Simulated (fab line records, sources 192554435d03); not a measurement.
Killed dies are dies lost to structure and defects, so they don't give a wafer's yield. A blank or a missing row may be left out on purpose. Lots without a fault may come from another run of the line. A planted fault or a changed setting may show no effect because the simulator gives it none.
Which tool did it? | flow n5_finfet | 12 lots, 36 wafers sampled, at 6 steps of a route of 1938

WHAT THE GAUGES READ, wafer by wafer
N5_BEOL_M6_CD_MEAS_28: target cd 40 nm.
lot  | measured     | on        | cd_nm (nm)
L075 | day 8 13:16  | cd_sem-01 | 40.44 40.11 39.48
L077 | day 9 05:38  | cd_sem-02 | 39.79 39.57 40.01
L080 | day 9 20:21  | cd_sem-01 | 39.41 39.81 39.52
L081 | day 10 06:07 | cd_sem-01 | 39.86 40.03 39.51
L083 | day 10 23:17 | cd_sem-02 | 40.01 39.85 40.19
L086 | day 11 08:35 | cd_sem-01 | 40.02 40.14 39.62
L087 | day 11 22:32 | cd_sem-01 | 40.08 39.91 40.04
L089 | day 12 11:37 | cd_sem-03 | 40.01 40.13 40.36
L091 | day 13 01:44 | cd_sem-03 | 40.12 39.90 39.99
L093 | day 13 10:55 | cd_sem-02 | 40.33 40.18 39.98
L095 | day 13 17:53 | cd_sem-01 | 39.89 39.81 40.01
L097 | day 14 08:22 | cd_sem-02 | 40.01 39.75 39.89

WHICH TOOL RAN EACH LOT (tool, then ch and the chambers of the sampled wafers, then the start)
lot  | N5_BEOL_M5_CURE_80            | N5_BEOL_M5_ANNEAL_49         | N5_BEOL_M6_HM_DEP_02         | N5_BEOL_M6_ETCH_61                 | N5_BEOL_M6_STRIP_19
L075 | uv_cure-02 ch 2, day 8 02:44  | pvd_sputter-02, day 8 04:03  | pvd_sputter-02, day 8 11:01  | rie_diel-05 ch 0,2, day 8 11:33    | rie_diel-06 ch 0,3, day 8 12:01
L077 | uv_cure-01 ch 1, day 8 19:34  | pvd_sputter-01, day 8 20:59  | pvd_sputter-02, day 9 03:37  | rie_diel-02 ch 1,2, day 9 04:53    | rie_diel-02 ch 0,1,3, day 9 05:15
L080 | uv_cure-01 ch 2, day 9 09:30  | pvd_sputter-01, day 9 11:13  | pvd_sputter-03, day 9 18:04  | rie_diel-05 ch 0,1,2, day 9 18:56  | rie_diel-06 ch 0,1,2, day 9 19:20
L081 | uv_cure-03 ch 1, day 9 18:50  | pvd_sputter-03, day 9 21:27  | pvd_sputter-02, day 10 04:12 | rie_diel-06 ch 0,1,2, day 10 04:49 | rie_diel-05 ch 2,3, day 10 05:11
L083 | uv_cure-01 ch 1, day 10 11:11 | pvd_sputter-03, day 10 12:47 | pvd_sputter-03, day 10 20:07 | rie_diel-05 ch 0,1, day 10 20:50   | rie_diel-02 ch 1,3, day 10 21:11
L086 | uv_cure-01 ch 0, day 10 22:19 | pvd_sputter-01, day 11 00:14 | pvd_sputter-02, day 11 06:36 | rie_diel-05 ch 2,3, day 11 07:06   | rie_diel-06 ch 1,2, day 11 07:27
L087 | uv_cure-01 ch 0, day 11 11:46 | pvd_sputter-01, day 11 13:38 | pvd_sputter-02, day 11 20:28 | rie_diel-05 ch 1,3, day 11 21:09   | rie_diel-06 ch 0,3, day 11 21:30
L089 | uv_cure-02 ch 0, day 11 23:57 | pvd_sputter-01, day 12 01:04 | pvd_sputter-03, day 12 08:24 | rie_diel-05 ch 0,2,3, day 12 09:05 | rie_diel-06 ch 0,1, day 12 09:27
L091 | uv_cure-03 ch 0, day 12 14:56 | pvd_sputter-02, day 12 16:11 | pvd_sputter-03, day 13 00:21 | rie_diel-05 ch 0,1,2, day 13 00:58 | rie_diel-05 ch 0,2,3, day 13 01:19
L093 | uv_cure-02 ch 0, day 13 00:07 | pvd_sputter-03, day 13 01:28 | pvd_sputter-03, day 13 08:18 | rie_diel-02 ch 1,3, day 13 09:17   | rie_diel-02 ch 0,1,2, day 13 09:38
L095 | uv_cure-01 ch 2, day 13 06:04 | pvd_sputter-02, day 13 07:34 | pvd_sputter-01, day 13 15:40 | rie_diel-05 ch 0,2, day 13 17:06   | rie_diel-02 ch 0,2, day 13 17:28
L097 | uv_cure-02 ch 1, day 13 19:31 | pvd_sputter-03, day 13 22:25 | pvd_sputter-01, day 14 05:14 | rie_diel-02 ch 1,2, day 14 05:51   | rie_diel-02 ch 2,3, day 14 06:12
- N5_BEOL_M5_CURE_80: cures SiCOH lowk, time 120 s.
- N5_BEOL_M5_ANNEAL_49: time 1800 s.
- N5_BEOL_M6_HM_DEP_02: deposits TiN, target thk 20 nm.
- N5_BEOL_M6_ETCH_61: etches SiARC in CF4, target depth 45.5 nm, time 75.8 s.
- N5_BEOL_M6_STRIP_19: strips in O2.

THE ANSWER, worked out from the rows above alone
Rule: what is usual is taken from the lots themselves. Put in order of their means at a reading, lots are off if they are a third of the lots or fewer, leave a main group of 4 or more, and stand apart from it by a gap of 3 or more times the standard deviation of the main group's means; of several such gaps the widest counts. A main group whose means are all the same, to the digits that the tables above print for the reading, isn't used. A lot without any number at a reading at which 4 lots or more have one is off too. The other lots that the step has rows for count as sound.
No lot is off at any reading shown: from this, nothing can be told.

WHAT THE SIMULATOR HAD PUT IN
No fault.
